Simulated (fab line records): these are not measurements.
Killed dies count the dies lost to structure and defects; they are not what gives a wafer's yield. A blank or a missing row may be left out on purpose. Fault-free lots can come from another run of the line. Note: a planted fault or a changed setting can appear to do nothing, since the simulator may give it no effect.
fab line records | flow n5_finfet
record lots=7 | wafers=21
route steps=1938 shown BEOL_M5@1123 BEOL_M6@1211 BEOL_M7@1308 BEOL_M8@1359
start_h: hours from the record's first day to the start of the lot's first wafer shown | wait_h: time in hours since the lot's previous step | " same as the row above | L1.1+2: one row covering several wafers at once | - either no value or no given start | * or withheld: withheld | < > ~ a bound
route shown NAME@n: a module of which the file shows steps, and the number in the route of the first | usual: the fault-free wafers' mean and standard deviation | same: alike in all rows | chamber/n: place in a boat | sites: readings site by site | _std_site: the values' standard deviation | _edge_site: inner sites' mean taken away from outer sites' mean | radius_mm: how far each site lies from the wafer's centre | mask NAME#n: copy n | behind: tool/chamber where the wafer was last shaped | hold: what put the lot on hold/how long, in hours/how the hold closed | device: whichever transistor did not switch (one of n, p or np) | end of line: the route-end tests of the same wafers | for a step that has no rows: nothing shown but its recipe | killed: dies lost to structure and defects at the first sort, not the wafer's yield | map: dies across one wafer; x = killed, . = not, _ = none there
set.NAME: the run value of the setting; set.NAME@STEP: its run value at that earlier step | model.NAME: the simulator's own value behind a step, which no gauge read
lots where settings were altered on purpose, with a table for each step and a row for each wafer
## steps
# step N5_BEOL_M5_EXPOSE_08
# recipe mask_id=M5 | na=0.33 | source_shape=annular | sigma_inner=0.4 | sigma_outer=0.8 | polarization=unpolarized | target_cd_nm=28 | dose_mj=35.75
lot.wafer  | tool           | chamber | start_h | wait_h | mask | set.dose_mj
L079.1+4+6 | euv_scanner-01 | 0       | 199.08  | -      | M5#0 | 35.75
L080.2     | euv_scanner-02 | 0       | 201.79  | -      | M5#0 | 35.75
L080.3+6   | "              | 0       | "       | "      | M5#0 | 36.58
L083.2     | euv_scanner-01 | 0       | 234.39  | -      | M5#0 | 34.67
L083.3+4   | "              | 0       | "       | "      | M5#0 | 35.75
L086.4+5   | euv_scanner-01 | 0       | 262.27  | -      | M5#0 | 35.75
L086.6     | "              | 0       | "       | "      | M5#0 | 36.74
L088.1+4+6 | euv_scanner-01 | 0       | 266.89  | -      | M5#0 | 35.75
L089.4     | euv_scanner-01 | 0       | 273.14  | -      | M5#0 | 35.75
L089.5+6   | "              | 0       | "       | "      | M5#0 | 34.85
L094.2     | euv_scanner-01 | 0       | 297.76  | -      | M5#0 | 35.75
L094.3+6   | "              | 0       | "       | "      | M5#0 | 36.44
# step N5_BEOL_M5_PEB_09
# recipe peb_temp_c=100 | peb_time_s=60 | resist=CAR-EUV
# step N5_BEOL_M5_DEVELOP_10
# recipe develop_time_s=30 | developer=TMAH | resist=CAR-EUV | rinse_liquid=surfactant_rinse | dry=air_spin | dev_temp_c=23
lot.wafer  | tool           | chamber | start_h | wait_h | set.spin_rpm@BEOL_M5_COAT_05 | model.CAR-EUV_of_BEOL_M5_COAT_05.thk_nm
L079.1+4+6 | litho_track-03 | 0       | -       | -      | 1500                         | 29.6
L080.2     | litho_track-01 | 0       | -       | -      | 1500                         | 29.8
L080.3+6   | "              | 0       | "       | "      | 1500                         | 29.6
L083.2+4   | litho_track-03 | 0       | -       | -      | 1553                         | 29
L083.3     | "              | 0       | "       | "      | 1500                         | 29.6
L086.4+5   | litho_track-03 | 0       | -       | -      | 1450                         | 30.2
L086.6     | "              | 0       | "       | "      | 1500                         | 29.6
L088.1+4   | litho_track-02 | 0       | -       | -      | 1500                         | 29.6
L088.6     | "              | 0       | "       | "      | 1445                         | 30.2
L089.4     | litho_track-01 | 0       | -       | -      | 1500                         | 29.6
L089.5     | "              | 0       | "       | "      | 1417                         | 30.4
L089.6     | "              | 0       | "       | "      | 1417                         | 30.6
L094.2+3   | litho_track-03 | 0       | -       | -      | 1500                         | 29.4
L094.6     | "              | 0       | "       | "      | 1500                         | 29.6
# step N5_BEOL_M5_DESCUM_16
# recipe chemistry=O2 | time_s=7 | source_power_w=50 | bias_power_w=20 | pressure_mtorr=20 | rf_frequency_hz=2.712e+07 | temp_c=40 | resist=CAR-EUV | o2_flow_sccm=225
lot.wafer | tool        | chamber | start_h | wait_h | set.spin_rpm@BEOL_M5_COAT_05 | set.dose_mj@BEOL_M5_EXPOSE_08 | model.CAR-EUV_of_BEOL_M5_COAT_05.thk_nm | model.BEOL_M5.cd_nm
L079.1+6  | rie_diel-03 | 3,0     | 199.92  | 0.6    | 1500                         | 35.75                         | 26.2                                    | 28
L079.4    | "           | 1       | "       | "      | 1500                         | 35.75                         | 26.2                                    | 28.2
L080.2    | rie_diel-05 | 3       | 202.17  | 0.2    | 1500                         | 35.75                         | 26.2                                    | 28.2
L080.3    | "           | 1       | "       | "      | 1500                         | 36.58                         | 26.2                                    | 28.8
L080.6    | "           | 0       | "       | "      | 1500                         | 36.58                         | 26.2                                    | 28.6
L083.2    | rie_diel-04 | 3       | 234.90  | 0.3    | 1553                         | 34.67                         | 25.6                                    | 27.2
L083.3    | "           | 2       | "       | "      | 1500                         | 35.75                         | 26.2                                    | 27.4
L083.4    | "           | 1       | "       | "      | 1553                         | 35.75                         | 25.6                                    | 28
L086.4    | rie_diel-03 | 0       | 262.54  | 0.1    | 1450                         | 35.75                         | 26.8                                    | 28
L086.5    | "           | 0       | "       | "      | 1450                         | 35.75                         | 26.6                                    | 28
L086.6    | "           | 1       | "       | "      | 1500                         | 36.74                         | 26.2                                    | 28.4
L088.1    | rie_diel-03 | 0       | 267.17  | 0.1    | 1500                         | 35.75                         | 26.2                                    | 28.2
L088.4    | "           | 2       | "       | "      | 1500                         | 35.75                         | 26.2                                    | 28
L088.6    | "           | 2       | "       | "      | 1445                         | 35.75                         | 26.6                                    | 28.2
L089.4    | rie_diel-03 | 0       | 273.44  | 0.1    | 1500                         | 35.75                         | 26                                      | 27.8
L089.5+6  | "           | 3,2     | "       | "      | 1417                         | 34.85                         | 27                                      | 27.2
L094.2    | rie_diel-03 | 0       | 298.00  | 0.0    | 1500                         | 35.75                         | 26                                      | 28
L094.3+6  | "           | 1,0     | "       | "      | 1500                         | 36.44                         | 26                                      | 28.4
# step N5_BEOL_M5_ETCH_72
# recipe chemistry=N2/H2 | target=underlayer | target_depth_a=65 | mask_material=CAR-EUV | time_s=5.2 | ion_energy_ev=200 | pressure_mtorr=30 | source_w=840 | bias_w=150 | n2_flow_sccm=200 | h2_flow_sccm=200 | ends=cleared
lot.wafer | tool        | chamber | start_h | wait_h | set.dose_mj@BEOL_M5_EXPOSE_08 | model.BEOL_M5.cd_nm
L079.1    | rie_diel-03 | 3       | 199.95  | 0.0    | 35.75                         | 28
L079.4+6  | "           | 1,0     | "       | "      | 35.75                         | 28.2
L080.2    | rie_diel-05 | 3       | 202.21  | 0.0    | 35.75                         | 28.2
L080.3    | "           | 1       | "       | "      | 36.58                         | 28.8
L080.6    | "           | 0       | "       | "      | 36.58                         | 28.6
L083.2    | rie_diel-04 | 3       | 234.93  | 0.0    | 34.67                         | 27.2
L083.3    | "           | 2       | "       | "      | 35.75                         | 27.4
L083.4    | "           | 1       | "       | "      | 35.75                         | 27.8
L086.4+5  | rie_diel-03 | 0       | 262.57  | 0.0    | 35.75                         | 28
L086.6    | "           | 1       | "       | "      | 36.74                         | 28.6
L088.1    | rie_diel-03 | 0       | 267.20  | 0.0    | 35.75                         | 28.2
L088.4    | "           | 2       | "       | "      | 35.75                         | 28
L088.6    | "           | 2       | "       | "      | 35.75                         | 28.4
L089.4    | rie_diel-03 | 0       | 273.48  | 0.0    | 35.75                         | 27.8
L089.5+6  | "           | 3,2     | "       | "      | 34.85                         | 27.2
L094.2    | rie_diel-03 | 0       | 298.04  | 0.0    | 35.75                         | 28
L094.3    | "           | 1       | "       | "      | 36.44                         | 28.4
L094.6    | "           | 0       | "       | "      | 36.44                         | 28.6
# step N5_BEOL_M6_ETCH_61
# recipe chemistry=CF4 | target=SiARC | target_depth_a=455 | mask_material=CAR-ArF | time_s=75.8 | ion_energy_ev=80 | pressure_mtorr=40 | source_w=545 | bias_w=36 | Ar_flow_sccm=100 | cf4_flow_sccm=100 | ends=cleared
# usual etch_rf_on_time_s=75.0/0.9 | rf_vpp_V=183.9/1.2
lot.wafer | tool        | chamber | start_h | wait_h | set.bias_w | etch_rf_on_time_s | rf_vpp_V
L079.1    | rie_diel-01 | 3       | 209.78  | 0.0    | 36         | 73.9              | 182.7
L079.4    | "           | 0       | "       | "      | 36         | 73.8              | 182.7
L079.6    | "           | 2       | "       | "      | 36         | 75.7              | 183.4
L080.2    | rie_diel-02 | 3       | 215.94  | 0.0    | 39.71      | 71.5              | 196.2
L080.3    | "           | 1       | "       | "      | 36         | 75.0              | 183.6
L080.6    | "           | 3       | "       | "      | 39.71      | 71.8              | 197.4
L083.2    | rie_diel-01 | 2       | 250.36  | 0.0    | 36         | 75.0              | 182.5
L083.3    | "           | 3       | "       | "      | 30.83      | 78.7              | 167.0
L083.4    | "           | 2       | "       | "      | 30.83      | 79.6              | 164.8
L086.4    | rie_diel-02 | 2       | 279.39  | 0.0    | 31.12      | 78.4              | 167.2
L086.5    | "           | 3       | "       | "      | 36         | 75.4              | 185.1
L086.6    | "           | 0       | "       | "      | 36         | 75.0              | 185.4
L088.1    | rie_diel-01 | 0       | 281.48  | 0.0    | 32.96      | 76.9              | 172.9
L088.4    | "           | 2       | "       | "      | 36         | 76.3              | 183.6
L088.6    | "           | 1       | "       | "      | 32.96      | 77.4              | 174.3
L089.4    | rie_diel-06 | 2       | 288.28  | 0.0    | 36         | 74.7              | 183.9
L089.5    | "           | 0       | "       | "      | 36         | 75.7              | 185.6
L089.6    | "           | 1       | "       | "      | 36         | 76.8              | 184.7
L094.2    | rie_diel-06 | 0       | 309.24  | 0.0    | 36         | 74.4              | 185.2
L094.3    | "           | 1       | "       | "      | 39.93      | 73.7              | 196.6
L094.6    | "           | 3       | "       | "      | 39.93      | 71.5              | 199.5
# step N5_BEOL_M6_TRENCH_ETCH_37
# recipe chemistry=C4F6/O2 | target_depth_a=944.35 | target=SiCOH_lowk | time_s=31.5 | ion_energy_ev=250 | pressure_mtorr=30 | source_w=345 | bias_w=185 | Ar_flow_sccm=300 | C4F6_flow_sccm=10 | O2_flow_sccm=10
lot.wafer | tool        | chamber | start_h | wait_h | set.time_s | model.BEOL_M6.feature_depth_nm | model.etch.depth_nm
L079.1    | rie_diel-02 | 2       | -       | -      | 31.5       | 95.4                           | 95.35
L079.4    | "           | 3       | "       | "      | 31.5       | 94.4                           | 94.4
L079.6    | "           | 1       | "       | "      | 31.5       | 94                             | 94.02
L080.2    | rie_diel-06 | 1       | -       | -      | 31.5       | 94                             | 94.04
L080.3    | "           | 2       | "       | "      | 31.5       | 96.4                           | 96.41
L080.6    | "           | 1       | "       | "      | 31.5       | 94.2                           | 94.2
L083.2    | rie_diel-02 | 1       | -       | -      | 36.97      | 111.2                          | 111.2
L083.3    | "           | 3       | "       | "      | 36.97      | 111.2                          | 111.3
L083.4    | "           | 2       | "       | "      | 31.5       | 96.6                           | 96.57
L086.4    | rie_diel-01 | 3       | -       | -      | 29.1       | 88.6                           | 88.69
L086.5    | "           | 3       | "       | "      | 29.1       | 87.8                           | 87.79
L086.6    | "           | 2       | "       | "      | 29.1       | 87.8                           | 87.8
L088.1    | rie_diel-01 | 1       | -       | -      | 31.5       | 96                             | 95.94
L088.4    | "           | 2       | "       | "      | 25.02      | 75                             | 75.05
L088.6    | "           | 3       | "       | "      | 31.5       | 94.8                           | 94.83
L089.4    | rie_diel-01 | 2       | -       | -      | 26.67      | 80.6                           | 80.57
L089.5    | "           | 3       | "       | "      | 31.5       | 95.6                           | 95.67
L089.6    | "           | 0       | "       | "      | 26.67      | 81.6                           | 81.62
L094.2    | rie_diel-01 | 1       | -       | -      | 31.5       | 96.2                           | 96.26
L094.3    | "           | 0       | "       | "      | 31.5       | 95.2                           | 95.17
L094.6    | "           | 3       | "       | "      | 29.62      | 89.8                           | 89.84
# step N5_BEOL_M6_ETCH_41
# recipe chemistry=CH3F/O2 | target=SiCN | target_depth_a=297 | taper_deg=2 | time_s=52 | ion_energy_ev=120 | mask_material=TiN | pressure_mtorr=30 | source_w=395 | bias_w=75 | Ar_flow_sccm=150 | CH3F_flow_sccm=30 | O2_flow_sccm=20
# step N5_BEOL_M6_STRIP_80
# recipe chemistry=N2/H2 | time_s=10 | power_w=450 | temp_c=40 | pressure_mtorr=20 | rf_frequency_hz=6e+07 | bias_power_w=7 | n2_flow_sccm=200 | h2_flow_sccm=200
# step N5_BEOL_M6_OCD_MEAS_38
# usual trench_depth_nm=95.0/0.97
lot.wafer | tool   | chamber | start_h | wait_h | set.time_s@BEOL_M6_TRENCH_ETCH_37 | trench_depth_nm
L079.1    | ocd-01 | -       | 213.32  | -      | 31.5                              | 95.6
L079.4    | "      | -       | "       | "      | 31.5                              | 94.2
L079.6    | "      | -       | "       | "      | 31.5                              | 94.3
L080.2    | ocd-01 | -       | 217.83  | -      | 31.5                              | 94.3
L080.3    | "      | -       | "       | "      | 31.5                              | 96.2
L080.6    | "      | -       | "       | "      | 31.5                              | 94.0
L083.2    | ocd-01 | -       | 252.05  | -      | 36.97                             | 110.7
L083.3    | "      | -       | "       | "      | 36.97                             | 111.1
L083.4    | "      | -       | "       | "      | 31.5                              | 95.9
L086.4    | ocd-01 | -       | 281.32  | -      | 29.1                              | 88.9
L086.5    | "      | -       | "       | "      | 29.1                              | 87.7
L086.6    | "      | -       | "       | "      | 29.1                              | 88.0
L088.1    | ocd-01 | -       | 283.49  | -      | 31.5                              | 95.4
L088.4    | "      | -       | "       | "      | 25.02                             | 74.9
L088.6    | "      | -       | "       | "      | 31.5                              | 94.7
L089.4    | ocd-02 | -       | 289.60  | -      | 26.67                             | 80.8
L089.5    | "      | -       | "       | "      | 31.5                              | 96.2
L089.6    | "      | -       | "       | "      | 26.67                             | 81.6
L094.2    | ocd-01 | -       | 310.58  | -      | 31.5                              | 96.5
L094.3    | "      | -       | "       | "      | 31.5                              | 95.6
L094.6    | "      | -       | "       | "      | 29.62                             | 89.1
# step N5_BEOL_M6_HM_STRIP_39
# recipe chemistry=peroxide_tin_strip | material=TiN | target_depth_a=250 | temp_c=50 | time_s=158
# step N5_BEOL_M6_SRD_40
# recipe time_s=30 | temp_c=23 | rinse_liquid=diw | dry=ipa_marangoni
# step N5_BEOL_M6_ECD_50
# recipe material=Cu | target_thk_a=3000
# step N5_BEOL_M6_ANNEAL_51
# recipe temp_c=225 | time_s=90 | ambient=N2
# step N5_BEOL_M6_CMP_52
# recipe stop_on=SiCOH_lowk | t_overpolish_s=6.9 | down_force_psi=1 | platen_rpm=50 | clearing_platen_down_force_psi=1.5 | clearing_platen_rpm=50 | post_cmp_clean=cu_alkaline | target_thk_nm=80 | clearing_platen_pad_velocity_m_s=0.99484 | pad_velocity_m_s=0.99484
lot.wafer | tool   | chamber | start_h | wait_h | set.time_s@BEOL_M6_TRENCH_ETCH_37 | model.Cu_of_BEOL_M6_ECD_50.thk_nm
L079.1    | cmp-02 | 1       | 215.42  | 0.3    | 31.5                              | 80.4
L079.4    | "      | 3       | "       | "      | 31.5                              | 80
L079.6    | "      | 2       | "       | "      | 31.5                              | 78.8
L080.2    | cmp-03 | 2       | 220.29  | 0.2    | 31.5                              | 79.8
L080.3    | "      | 0       | "       | "      | 31.5                              | 82
L080.6    | "      | 3       | "       | "      | 31.5                              | 79.6
L083.4    | cmp-04 | 2       | 254.36  | 0.3    | 31.5                              | 81.8
L083.3    | "      | 3       | "       | "      | 36.97                             | 96
L083.2    | "      | 0       | "       | "      | 36.97                             | 95.8
L086.4    | cmp-03 | 2       | 284.41  | 0.1    | 29.1                              | 75.2
L086.6    | "      | 2       | "       | "      | 29.1                              | 73.2
L086.5    | "      | 3       | "       | "      | 29.1                              | 72.8
L088.4    | cmp-03 | 2       | 285.30  | 0.2    | 25.02                             | 61.4
L088.1    | "      | 3       | "       | "      | 31.5                              | 82.4
L088.6    | "      | 0       | "       | "      | 31.5                              | 81.6
L089.4+6  | cmp-02 | 3,2     | 293.28  | 0.2    | 26.67                             | 65
L089.5    | "      | 1       | "       | "      | 31.5                              | 80.4
L094.2    | cmp-02 | 1       | 313.30  | 0.2    | 31.5                              | 80.4
L094.3    | "      | 2       | "       | "      | 31.5                              | 79.6
L094.6    | "      | 1       | "       | "      | 29.62                             | 75.6
# step N5_BEOL_M6_THK_MEAS_53
# recipe thk_meas_gauge=xrf | reads=Cu_of_BEOL_M6_ECD_50
# usual M6_THK=80.4/1.7
lot.wafer | tool          | chamber | start_h | wait_h | set.time_s@BEOL_M6_TRENCH_ETCH_37 | M6_THK[nm]
L079.1    | film_metro-02 | -       | 215.72  | -      | 31.5                              | 80.9
L079.4    | "             | -       | "       | "      | 31.5                              | 81.2
L079.6    | "             | -       | "       | "      | 31.5                              | 79.6
L080.2    | film_metro-02 | -       | 220.58  | -      | 31.5                              | 81.4
L080.3    | "             | -       | "       | "      | 31.5                              | 83.3
L080.6    | "             | -       | "       | "      | 31.5                              | 80.9
L083.2    | film_metro-01 | -       | 254.61  | -      | 36.97                             | 95.6
L083.3    | "             | -       | "       | "      | 36.97                             | 95.1
L083.4    | "             | -       | "       | "      | 31.5                              | 81.4
L086.4    | film_metro-02 | -       | 284.71  | -      | 29.1                              | 75.3
L086.5    | "             | -       | "       | "      | 29.1                              | 73.1
L086.6    | "             | -       | "       | "      | 29.1                              | 73.4
L088.1    | film_metro-02 | -       | 285.52  | -      | 31.5                              | 83.8
L088.4    | "             | -       | "       | "      | 25.02                             | 62.2
L088.6    | "             | -       | "       | "      | 31.5                              | 83.0
L089.4    | film_metro-02 | -       | 293.50  | -      | 26.67                             | 65.0
L089.5    | "             | -       | "       | "      | 31.5                              | 80.3
L089.6    | "             | -       | "       | "      | 26.67                             | 65.3
L094.2    | film_metro-01 | -       | 313.56  | -      | 31.5                              | 80.7
L094.3    | "             | -       | "       | "      | 31.5                              | 79.5
L094.6    | "             | -       | "       | "      | 29.62                             | 75.8
# step N5_BEOL_M6_PRE_CLEAN_55
# recipe gas=NH3 | time_s=15 | temp_c=withheld | rf_power_w=300
# step N5_BEOL_M6_DEP_56
# recipe material=SiCN | target_thk_a=100 | temp_c=withheld | precursor=3MS/NH3 | pressure_torr=3 | rf_w=202 | time_s=17.5
# step N5_BEOL_M6_RS_MEAS_57
# recipe thk_meas_gauge=four-point-probe | reads=Cu_of_BEOL_M6_ECD_50+Co_of_BEOL_M6_CVD_78+TaN_of_BEOL_M6_ALD_77
# usual M6_RS=0.286/0.0065
lot.wafer | tool          | chamber | start_h | wait_h | set.time_s@BEOL_M6_TRENCH_ETCH_37 | M6_RS[ohm/sq]
L079.1    | film_metro-01 | -       | 215.85  | 0.1    | 31.5                              | 0.284
L079.4    | "             | -       | "       | "      | 31.5                              | 0.286
L079.6    | "             | -       | "       | "      | 31.5                              | 0.291
L080.2    | film_metro-02 | -       | 220.71  | 0.1    | 31.5                              | 0.286
L080.3    | "             | -       | "       | "      | 31.5                              | 0.277
L080.6    | "             | -       | "       | "      | 31.5                              | 0.287
L083.2    | film_metro-02 | -       | 254.78  | 0.1    | 36.97                             | 0.231
L083.3    | "             | -       | "       | "      | 36.97                             | 0.231
L083.4    | "             | -       | "       | "      | 31.5                              | 0.278
L086.4    | film_metro-02 | -       | 284.85  | 0.0    | 29.1                              | 0.308
L086.5    | "             | -       | "       | "      | 29.1                              | 0.318
L086.6    | "             | -       | "       | "      | 29.1                              | 0.317
L088.1    | film_metro-02 | -       | 285.68  | 0.1    | 31.5                              | 0.276
L088.4    | "             | -       | "       | "      | 25.02                             | 0.391
L088.6    | "             | -       | "       | "      | 31.5                              | 0.279
L089.4    | film_metro-02 | -       | 293.63  | 0.0    | 26.67                             | 0.365
L089.5    | "             | -       | "       | "      | 31.5                              | 0.283
L089.6    | "             | -       | "       | "      | 26.67                             | 0.365
L094.2    | film_metro-02 | -       | 313.69  | 0.1    | 31.5                              | 0.284
L094.3    | "             | -       | "       | "      | 31.5                              | 0.287
L094.6    | "             | -       | "       | "      | 29.62                             | 0.305
# step N5_BEOL_M7_TRENCH_ETCH_37
# recipe chemistry=C4F6/O2 | target_depth_a=934.78 | target=SiCOH_lowk | time_s=31.2 | ion_energy_ev=250 | pressure_mtorr=30 | source_w=345 | bias_w=185 | Ar_flow_sccm=300 | C4F6_flow_sccm=10 | O2_flow_sccm=10
# usual rf_vpp_V=666/4.5
lot.wafer | tool        | chamber | start_h | wait_h | set.bias_w | rf_vpp_V
L079.1    | rie_diel-05 | 2       | -       | -      | 185        | 671
L079.4    | "           | 3       | "       | "      | 185        | 670
L079.6    | "           | 2       | "       | "      | 185        | 671
L080.2    | rie_diel-04 | 0       | -       | -      | 218.2      | 764
L080.3    | "           | 1       | "       | "      | 185        | 667
L080.6    | "           | 2       | "       | "      | 185        | 665
L083.2    | rie_diel-03 | 0       | -       | -      | 185        | 664
L083.3    | "           | 1       | "       | "      | 185        | 664
L083.4    | "           | 2       | "       | "      | 185        | 663
L086.4    | rie_diel-04 | 0       | -       | -      | 185        | 669
L086.5    | "           | 1       | "       | "      | 185        | 665
L086.6    | "           | 2       | "       | "      | 185        | 664
L088.1    | rie_diel-03 | 1       | -       | -      | 185        | 665
L088.4    | "           | 2       | "       | "      | 185        | 662
L088.6    | "           | 1       | "       | "      | 185        | 664
L089.4    | rie_diel-03 | 0       | -       | -      | 185        | 664
L089.5    | "           | 2       | "       | "      | 168.6      | 615
L089.6    | "           | 3       | "       | "      | 168.6      | 626
L094.2    | rie_diel-04 | 2       | -       | -      | 198.7      | 705
L094.3    | "           | 3       | "       | "      | 185        | 659
L094.6    | "           | 0       | "       | "      | 185        | 670
# step N5_BEOL_M7_ETCH_41
# recipe chemistry=CH3F/O2 | target=SiCN | target_depth_a=319 | taper_deg=2 | time_s=57.8 | ion_energy_ev=120 | mask_material=TiN | pressure_mtorr=30 | source_w=395 | bias_w=75 | Ar_flow_sccm=150 | CH3F_flow_sccm=30 | O2_flow_sccm=20
# usual rf_vpp_V=297.3/1.2
lot.wafer | tool        | chamber | start_h | wait_h | set.source_w | rf_vpp_V
L079.1    | rie_diel-05 | 2       | -       | -      | 395          | 299.0
L079.4    | "           | 3       | "       | "      | 395          | 298.5
L079.6    | "           | 2       | "       | "      | 395          | 299.8
L080.2    | rie_diel-04 | 0       | -       | -      | 395          | 301.5
L080.3    | "           | 1       | "       | "      | 395          | 297.0
L080.6    | "           | 2       | "       | "      | 416.3        | 292.2
L083.2    | rie_diel-03 | 0       | -       | -      | 454.9        | 283.4
L083.3    | "           | 1       | "       | "      | 454.9        | 284.1
L083.4    | "           | 2       | "       | "      | 395          | 296.4
L086.4    | rie_diel-04 | 0       | -       | -      | 330.3        | 318.3
L086.5    | "           | 1       | "       | "      | 395          | 295.3
L086.6    | "           | 2       | "       | "      | 395          | 296.9
L088.1    | rie_diel-03 | 1       | -       | -      | 395          | 297.5
L088.4    | "           | 2       | "       | "      | 395          | 295.8
L088.6    | "           | 1       | "       | "      | 395          | 296.6
L089.4    | rie_diel-03 | 0       | -       | -      | 395          | 295.4
L089.5    | "           | 2       | "       | "      | 424.6        | 290.1
L089.6    | "           | 3       | "       | "      | 424.6        | 289.9
L094.2    | rie_diel-04 | 2       | -       | -      | 395          | 296.2
L094.3    | "           | 3       | "       | "      | 395          | 297.0
L094.6    | "           | 0       | "       | "      | 368.5        | 306.0
# step N5_BEOL_M8_COAT_22
# recipe resist=CAR-EUV | spin_rpm=1500 | resist_thk_nm=30
lot.wafer  | tool           | chamber | start_h | wait_h | set.spin_rpm | model.CAR-EUV_of_BEOL_M8_COAT_22.thk_nm
L079.1     | litho_track-02 | 0       | -       | -      | 1500         | 30.2
L079.4+6   | "              | 0       | "       | "      | 1500         | 30
L080.2     | litho_track-01 | 0       | -       | -      | 1500         | 30
L080.3     | "              | 0       | "       | "      | 1402         | 31
L080.6     | "              | 0       | "       | "      | 1500         | 29.8
L083.2+3   | litho_track-01 | 0       | -       | -      | 1638         | 28.8
L083.4     | "              | 0       | "       | "      | 1500         | 30
L086.4     | litho_track-02 | 0       | -       | -      | 1568         | 29.4
L086.5     | "              | 0       | "       | "      | 1568         | 29.6
L086.6     | "              | 0       | "       | "      | 1500         | 30.2
L088.1+4+6 | litho_track-02 | 0       | -       | -      | 1500         | 30
L089.4+5+6 | litho_track-02 | 0       | -       | -      | 1500         | 30
L094.2     | litho_track-01 | 0       | -       | -      | 1500         | 29.8
L094.3+6   | "              | 0       | "       | "      | 1361         | 31.4
# step N5_BEOL_M8_EBR_24
# recipe solvent=PGMEA | ebr_width_mm=1.5
# step N5_BEOL_M8_SOFTBAKE_23
# recipe temp_c=110 | time_s=60 | resist=CAR-EUV
# step N5_BEOL_M8_EXPOSE_25
# recipe mask_id=V7 | na=0.33 | source_shape=annular | sigma_inner=0.4 | sigma_outer=0.8 | polarization=unpolarized | target_cd_nm=40 | dose_mj=42.5
# step N5_BEOL_M8_PEB_26
# recipe peb_temp_c=100 | peb_time_s=60 | resist=CAR-EUV
# step N5_BEOL_M8_DEVELOP_27
# recipe develop_time_s=30 | developer=TMAH | resist=CAR-EUV | rinse_liquid=surfactant_rinse | dry=air_spin | dev_temp_c=23
lot.wafer  | tool           | chamber | start_h | wait_h | set.spin_rpm@BEOL_M8_COAT_22 | model.CAR-EUV_of_BEOL_M8_COAT_22.thk_nm
L079.1+4+6 | litho_track-05 | 0       | -       | -      | 1500                         | 29.6
L080.2+6   | litho_track-01 | 0       | -       | -      | 1500                         | 29.4
L080.3     | "              | 0       | "       | "      | 1402                         | 30.6
L083.2     | litho_track-01 | 0       | -       | -      | 1638                         | 28.4
L083.3     | "              | 0       | "       | "      | 1638                         | 28.2
L083.4     | "              | 0       | "       | "      | 1500                         | 29.6
L086.4+5   | litho_track-02 | 0       | -       | -      | 1568                         | 29
L086.6     | "              | 0       | "       | "      | 1500                         | 29.8
L088.1+4+6 | litho_track-02 | 0       | -       | -      | 1500                         | 29.6
L089.4+5   | litho_track-02 | 0       | -       | -      | 1500                         | 29.4
L089.6     | "              | 0       | "       | "      | 1500                         | 29.6
L094.2     | litho_track-01 | 0       | -       | -      | 1500                         | 29.4
L094.3+6   | "              | 0       | "       | "      | 1361                         | 31
# step N5_BEOL_M8_DESCUM_33
# recipe chemistry=O2 | time_s=7 | source_power_w=50 | bias_power_w=20 | pressure_mtorr=20 | rf_frequency_hz=2.712e+07 | temp_c=40 | resist=CAR-EUV | o2_flow_sccm=225
lot.wafer  | tool        | chamber | start_h | wait_h | set.spin_rpm@BEOL_M8_COAT_22 | model.CAR-EUV_of_BEOL_M8_COAT_22.thk_nm
L079.1+6   | rie_diel-06 | 0,2     | 229.80  | 0.0    | 1500                         | 26.2
L079.4     | "           | 1       | "       | "      | 1500                         | 26
L080.2+6   | rie_diel-06 | 2,3     | 233.95  | 0.0    | 1500                         | 26
L080.3     | "           | 1       | "       | "      | 1402                         | 27
L083.2+3   | rie_diel-01 | 0,3     | 272.41  | 0.0    | 1638                         | 24.8
L083.4     | "           | 1       | "       | "      | 1500                         | 26
L086.4+5   | rie_diel-02 | 3       | 299.48  | 0.1    | 1568                         | 25.6
L086.6     | "           | 2       | "       | "      | 1500                         | 26.2
L088.1+4   | rie_diel-01 | 0,2     | 305.31  | 0.0    | 1500                         | 26
L088.6     | "           | 2       | "       | "      | 1500                         | 26.2
L089.4+5+6 | rie_diel-06 | 2,1,2   | 308.14  | 0.3    | 1500                         | 26
L094.2     | rie_diel-02 | 1       | 325.53  | 0.0    | 1500                         | 26
L094.3+6   | "           | 0,2     | "       | "      | 1361                         | 27.4
## key
split step=N5_BEOL_M5_EXPOSE_08 | setting=dose_mj | stated=35.75 | by=wafer
response step=N5_BEOL_M5_DESCUM_16 | reading=model.BEOL_M5.cd_nm | change=+0.188 | per=1% | r=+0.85
response step=N5_BEOL_M5_ETCH_72 | reading=model.BEOL_M5.cd_nm | change=+0.202 | per=1% | r=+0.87
split step=N5_BEOL_M6_ETCH_61 | setting=bias_w | stated=36 | by=wafer
response step=N5_BEOL_M6_ETCH_61 | reading=etch_rf_on_time_s | change=* | per=1% | r=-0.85
response step=N5_BEOL_M6_ETCH_61 | reading=rf_vpp_V | change=+1.23 | per=1% | r=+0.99
split step=N5_BEOL_M6_TRENCH_ETCH_37 | setting=time_s | stated=31.5 | by=wafer
response step=N5_BEOL_M6_TRENCH_ETCH_37 | reading=model.BEOL_M6.feature_depth_nm | change=+0.935 | per=1% | r=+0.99
response step=N5_BEOL_M6_TRENCH_ETCH_37 | reading=model.etch.depth_nm | change=+0.936 | per=1% | r=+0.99
response step=N5_BEOL_M6_OCD_MEAS_38 | reading=trench_depth_nm | change=+0.951 | per=1% | r=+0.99
response step=N5_BEOL_M6_CMP_52 | reading=model.Cu_of_BEOL_M6_ECD_50.thk_nm | change=+0.935 | per=1% | r=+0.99
response step=N5_BEOL_M6_THK_MEAS_53 | reading=M6_THK | change=+0.941 | per=1% | r=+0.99
response step=N5_BEOL_M6_RS_MEAS_57 | reading=M6_RS | change=-0.00456 | per=1% | r=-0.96
split step=N5_BEOL_M7_TRENCH_ETCH_37 | setting=bias_w | stated=185 | by=wafer
response step=N5_BEOL_M7_TRENCH_ETCH_37 | reading=rf_vpp_V | change=+5.35 | per=1% | r=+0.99
split step=N5_BEOL_M7_ETCH_41 | setting=source_w | stated=395 | by=wafer
response step=N5_BEOL_M7_ETCH_41 | reading=rf_vpp_V | change=-1.11 | per=1% | r=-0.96
split step=N5_BEOL_M8_COAT_22 | setting=spin_rpm | stated=1500 | by=wafer
response step=N5_BEOL_M8_COAT_22 | reading=model.CAR-EUV_of_BEOL_M8_COAT_22.thk_nm | change=-0.155 | per=1% | r=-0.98
response step=N5_BEOL_M8_DEVELOP_27 | reading=model.CAR-EUV_of_BEOL_M8_COAT_22.thk_nm | change=-0.164 | per=1% | r=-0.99
response step=N5_BEOL_M8_DESCUM_33 | reading=model.CAR-EUV_of_BEOL_M8_COAT_22.thk_nm | change=-0.142 | per=1% | r=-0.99
split outside_this_file step=N5_BEOL_M5_COAT_05 setting=spin_rpm
# split outside_this_file: this setting was split too, and the file shows its column; the key of that split is in another file
